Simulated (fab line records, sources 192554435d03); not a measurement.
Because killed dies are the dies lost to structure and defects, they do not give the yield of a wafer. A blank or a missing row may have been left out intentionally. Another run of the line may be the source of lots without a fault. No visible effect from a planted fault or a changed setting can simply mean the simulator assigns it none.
Struck lot and sound lot, side by side / flow n5Finfet / 16 steps out of a route of 1938
Sound: the wafers L302.1, L302.4, L302.6. Wafers L309.1, L309.4, L309.6 were the ones struck. The cause comes at the end.
Each step with rows lists, per side, the tool, then ch with its chambers, then its first start. Under that, the readings that differ: sound wafers / struck wafers / difference of the means / sigmas: that difference in standard deviations of wafers without a fault.
alike: same words and numbers on both sides, and readings whose means sit less than 2 such deviations apart. not compared: any withheld reading, any reading some wafer has no value for, any bound like >300 that may hide the same value, and any number with overlapping values for which the record gives no deviation.
Wherever a step has rows on one side only, a row that says differs or no value, or a row with sigmas, the two part there. When numbers do not overlap yet have no deviation, they are printed without sigmas and do not part them. A reading missing from all wafers of one side parts the sides only when that side holds two or more wafers.

first, 3 steps without rows for these wafers: N5_BEOL_M0_SAQP_STRIP_80 (strips in N2/H2); N5_BEOL_M0_SAQP_HM_OPEN_112 (chemistry CHF3/O2, target SiO2, stops on a-Si, target depth 12 nm, time 13.5 s); N5_BEOL_M0_SAQP_STRIP_113 (strips in CHF3/O2).
N5_BEOL_M0_SAQP_MANDREL_ETCH_20: etches a-Si in HBr/Cl2, stops on SiNx, target depth 60 nm, bt time 10 s, time 30 s.
  sound on rieSi-01 ch 0,2,3, day 5 16:02; struck on rieSi-01 ch 0,1,3, day 7 06:53
  alike: HBr_flow_sccm, biasW, drypumpMotorCurrentA, heBacksideLeakSccm, mfcCl2Sccm, oesProductAu, throttleValvePct
  not compared: rfHoursCounterH
N5_BEOL_M0_SAQP_STRIP_86: strips in N2/H2.
  sound on rieDiel-03 ch 0,2, day 5 16:08; struck on rieDiel-03 ch 1,2, day 7 06:59
  alike: biasPowerW, drypumpMotorCurrentA, oesProductAu, rfVppV, showerheadPlenumPTorr, throttleValvePct
  not compared: rfHoursCounterH
then, 2 steps without rows for these wafers: N5_BEOL_M0_SAQP_STRIP_115 (strips in post etch residue remover, time 60 s); N5_BEOL_M0_SAQP_SRD_93 (time 30 s).
N5_BEOL_M0_SAQP_RECESS_114: chemistry HF/NH3, target SiO2, target depth 14.4 nm, afs cycles 3, sublimation time 60 s.
  sound on vaporEtch-02 ch 0,1, day 5 16:17; struck on vaporEtch-02 ch 0,1, day 7 07:07
  alike: drypumpMotorCurrentA
then, 2 steps without rows for these wafers: N5_BEOL_M0_SAQP_SPACER1_ALD_98 (deposits SiO2, target thk 12.8 nm, pulse time 1 s, purge time 2 s); N5_BEOL_M0_SAQP_SPACER1_ETCHBACK_99 (etches SiO2 in CHF3/O2, target depth 15.4 nm, time 7.7 s).
N5_BEOL_M0_SAQP_MANDREL1_REMOVE_100: chemistry HBr/Cl2/O2, target a-Si, stops on SiNx, bt time 10 s.
  sound on rieSi-02 ch 2,3, day 5 17:14; struck on rieSi-01 ch 1,2,3, day 7 08:48
  alike: drypumpMotorCurrentA, heBacksideLeakSccm, mfcCl2Sccm, oesProductAu, throttleValvePct
  not compared: rfHoursCounterH
N5_BEOL_M0_SAQP_CD_MEAS_25: the cd target is 13.1 nm.
  sound on cdSem-02 ch 0, day 5 17:20; struck on cdSem-03 ch 0, day 7 08:55
  alike: cdNm
N5_BEOL_M0_SAQP_ETCH_101: etches SiNx in CH3F/O2, target depth 29.9 nm, time 42.7 s.
  sound on rieDiel-02 ch 0,1,2, day 5 17:23; struck on rieDiel-03 ch 0,2,3, day 7 09:01
  no value came back on the struck wafers for any of 8 readings (CH3F_flow_sccm (sccm), O2_flow_sccm (sccm) and others); on the sound wafers CH3F_flow_sccm (sccm) reads 29.92 30.01 30.06
  not compared: rfHoursCounterH
N5_BEOL_M0_SAQP_ETCH_102: etches SiO2 in CF4, target depth 4 nm, time 4.4 s.
  sound on rieSi-04 ch 0,2, day 5 17:29; struck on rieSi-04 ch 0,3, day 7 09:08
  alike: biasW, cf4FlowSccm, drypumpMotorCurrentA, heBacksideLeakSccm, oesProductAu, throttleValvePct
  not compared: rfHoursCounterH
N5_BEOL_M4_RC_MEAS_101:
  the record has rows for the sound wafers here (prober-01 ch 0, day 8 09:14) and none for the struck ones
-- the record jumps here: 6 days lie between the struck wafers' starts before and after (it left off in module BEOL_M4 and takes up again in module PASSIVATION, whose first step shown is number 1936 of the route) --
N5_PASSIVATION_PROBE_49:
  record: rows for the struck wafers here (prober-01, day 13 18:16), none for the sound ones

## WHERE THEY PART
Earliest at N5_BEOL_M0_SAQP_ETCH_101; latest, in this record, at N5_PASSIVATION_PROBE_49.

WHY: what had been put in by the simulator
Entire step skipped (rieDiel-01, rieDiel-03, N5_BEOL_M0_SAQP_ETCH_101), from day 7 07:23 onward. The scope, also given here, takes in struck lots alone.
